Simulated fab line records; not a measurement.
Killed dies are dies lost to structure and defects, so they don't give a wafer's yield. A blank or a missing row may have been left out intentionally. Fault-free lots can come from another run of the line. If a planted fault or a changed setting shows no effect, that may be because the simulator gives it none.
Split-lot experiment || flow n5Finfet || 7 lots, 21 wafers read, on a route of 1938 steps

SPLIT DETAILS
At N5_BEOL_M11_EXPOSE_25 (exposes mask V10), the setting doseMj was moved away from the recipe's 85.5 on 5 of the 21 wafers read, by -7.0% to +3.9%. For the rest of the wafers, this setting stayed at what the recipe calls for.

FROM THE SPLIT TO THE READING: what the file shows between them, 2 steps
- N5_BEOL_M11_PEB_26: peb time 60 s
- N5_BEOL_M11_DEVELOP_27: develop time 30 s

THE READING
cdNm, in nm, at N5_BEOL_M11_CD_MEAS_28 (target cd 70 nm). On this fab line, fault-free wafers typically give 70.1 nm with a standard deviation of 0.96 nm.

{"wafer": "L074.1", "tool, chamber at the split": "arfiScanner-03, 0", "doseMj as run": 85.5, "against the recipe": "recipe", "cdNm, nm": 70.6, "against lot-mates on the recipe": "-"}
{"wafer": "L074.3", "tool, chamber at the split": "arfiScanner-03, 0", "doseMj as run": 85.5, "against the recipe": "recipe", "cdNm, nm": 70.4, "against lot-mates on the recipe": "-"}
{"wafer": "L074.5", "tool, chamber at the split": "arfiScanner-03, 0", "doseMj as run": 85.5, "against the recipe": "recipe", "cdNm, nm": 72.1, "against lot-mates on the recipe": "-"}
{"wafer": "L075.3", "tool, chamber at the split": "arfiScanner-01, 0", "doseMj as run": 85.5, "against the recipe": "recipe", "cdNm, nm": 69.8, "against lot-mates on the recipe": "-"}
{"wafer": "L075.4", "tool, chamber at the split": "arfiScanner-01, 0", "doseMj as run": 85.5, "against the recipe": "recipe", "cdNm, nm": 70.2, "against lot-mates on the recipe": "-"}
{"wafer": "L075.5", "tool, chamber at the split": "arfiScanner-01, 0", "doseMj as run": 85.5, "against the recipe": "recipe", "cdNm, nm": 69.5, "against lot-mates on the recipe": "-"}
{"wafer": "L079.2", "tool, chamber at the split": "arfiScanner-03, 0", "doseMj as run": 88.8, "against the recipe": "+3.9%", "cdNm, nm": 73.9, "against lot-mates on the recipe": "+4.5"}
{"wafer": "L079.4", "tool, chamber at the split": "arfiScanner-03, 0", "doseMj as run": 85.5, "against the recipe": "recipe", "cdNm, nm": 69.3, "against lot-mates on the recipe": "-"}
{"wafer": "L079.6", "tool, chamber at the split": "arfiScanner-03, 0", "doseMj as run": 85.5, "against the recipe": "recipe", "cdNm, nm": 69.6, "against lot-mates on the recipe": "-"}
{"wafer": "L082.2", "tool, chamber at the split": "arfiScanner-01, 0", "doseMj as run": 85.5, "against the recipe": "recipe", "cdNm, nm": 69.5, "against lot-mates on the recipe": "-"}
{"wafer": "L082.5", "tool, chamber at the split": "arfiScanner-01, 0", "doseMj as run": 85.5, "against the recipe": "recipe", "cdNm, nm": 69.7, "against lot-mates on the recipe": "-"}
{"wafer": "L082.6", "tool, chamber at the split": "arfiScanner-01, 0", "doseMj as run": 79.51, "against the recipe": "-7.0%", "cdNm, nm": 64.5, "against lot-mates on the recipe": -5.1}
{"wafer": "L086.2", "tool, chamber at the split": "arfiScanner-03, 0", "doseMj as run": 85.5, "against the recipe": "recipe", "cdNm, nm": 68.6, "against lot-mates on the recipe": "-"}
{"wafer": "L086.4", "tool, chamber at the split": "arfiScanner-03, 0", "doseMj as run": 87.94, "against the recipe": "+2.9%", "cdNm, nm": 72.5, "against lot-mates on the recipe": "+3.9"}
{"wafer": "L086.6", "tool, chamber at the split": "arfiScanner-03, 0", "doseMj as run": 87.94, "against the recipe": "+2.9%", "cdNm, nm": 71.9, "against lot-mates on the recipe": "+3.3"}
{"wafer": "L091.1", "tool, chamber at the split": "arfiScanner-03, 0", "doseMj as run": 82.97, "against the recipe": "-3.0%", "cdNm, nm": 67.8, "against lot-mates on the recipe": -3.3}
{"wafer": "L091.3", "tool, chamber at the split": "arfiScanner-03, 0", "doseMj as run": 85.5, "against the recipe": "recipe", "cdNm, nm": 70.8, "against lot-mates on the recipe": "-"}
{"wafer": "L091.4", "tool, chamber at the split": "arfiScanner-03, 0", "doseMj as run": 85.5, "against the recipe": "recipe", "cdNm, nm": 71.4, "against lot-mates on the recipe": "-"}
{"wafer": "L092.2", "tool, chamber at the split": "arfiScanner-02, 0", "doseMj as run": 85.5, "against the recipe": "recipe", "cdNm, nm": 70.1, "against lot-mates on the recipe": "-"}
{"wafer": "L092.3", "tool, chamber at the split": "arfiScanner-02, 0", "doseMj as run": 85.5, "against the recipe": "recipe", "cdNm, nm": 68.2, "against lot-mates on the recipe": "-"}
{"wafer": "L092.6", "tool, chamber at the split": "arfiScanner-02, 0", "doseMj as run": 85.5, "against the recipe": "recipe", "cdNm, nm": 68.8, "against lot-mates on the recipe": "-"}

FIT RESULTS
A straight line over all 21 wafers: cdNm changes by +0.816 nm for each +1% of doseMj; r = +0.89; the points scatter about the line by 0.93 nm.
The same after taking each lot's own level away (the mean of its wafers on the recipe; 21 wafers): +0.936 nm for each +1%; r = +0.95; scatter 0.67 nm.
On that fit, the largest move of doseMj shifts the reading by 6.6 nm.
From 68.60 to 71.10 nm: that is the span of the lots' own levels, equal to 2.6 times the standard deviation above.
Thus the slope moves with the lot-to-lot level: the two fits are different.
Check: -8.27 nm against its lot-mates is what the line predicts for one of the wafers moved furthest among these (-7.0%) when that wafer is left out of the fit. It came out at -5.1 nm against them.

THESE WAFERS: OTHER SPLITS
These wafers also went through other splits before the reading. Each is held against what the fit with the lots' levels taken away leaves over:
{"other split on the same wafers": "N5_BEOL_M8_COAT_22 spinRpm", "wafers away from the commonest value": 5, "r with cdNm (lot level and that fit taken away)": "+0.20"}
{"other split on the same wafers": "N5_BEOL_M9_VIA_ETCH_34 sourceW", "wafers away from the commonest value": 5, "r with cdNm (lot level and that fit taken away)": -0.12}
{"other split on the same wafers": "N5_BEOL_M10_EXPOSE_08 doseMj", "wafers away from the commonest value": 8, "r with cdNm (lot level and that fit taken away)": "+0.19"}

THE FILE'S OWN FIT
cdNm changes by +0.9 nm for each +1% of doseMj, r = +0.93.
